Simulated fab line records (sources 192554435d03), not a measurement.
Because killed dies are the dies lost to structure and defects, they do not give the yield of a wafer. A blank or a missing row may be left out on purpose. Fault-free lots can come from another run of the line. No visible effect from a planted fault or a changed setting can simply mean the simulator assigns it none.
Matching of chambers ; flow n5 finfet ; N5_PMOS_HMC_CHANNEL_EPI_DESCUM_14 on rie diel-03 has 4 sister chambers
The step chemistry O2, time 7.9 s. 4 wafers are shown with their chamber, then 8 later ones without.

## WAFERS, EACH WITH ITS CHAMBER
wafer;chamber;showerhead plenum p Torr (Torr)
L083.2;2;2.00
L084.1;1;2.21
L084.5;3;2.16
L088.2;0;2.23

## WAFERS WITH NO CHAMBER GIVEN
wafer;showerhead plenum p Torr (Torr)
L088.5;2.23
L088.6;2.20
L090.2;2.15
L090.3;2.23
L090.4;2.20
L093.1;1.99
L093.2;2.15
L093.3;2.20

## THE CHAMBER EACH PASSED THROUGH
wafer;from the rows above;in truth
L088.5;0;0
L088.6;1;1
L090.2;3;3
L090.3;0;0
L090.4;1;1
L093.1;2;2
L093.2;3;3
L093.3;1;1
Correctly placed: 8 of 8. Number that these rows cannot place: 0. Placed wrongly: 0.
How it was worked out, from the rows above alone: a wafer's distance from a chamber is the root of the sum, over the readings, of the square of ((its reading less the chamber's mean) divided by the reading's scatter). The wafer belongs to the nearest chamber; if the next one is less than 2 further off, it can't be placed. For every chamber, the mean is computed from those of its wafers that are shown. The scatter: root of mean squared gap, hidden wafer to nearest shown wafer, with one shown wafer a chamber.
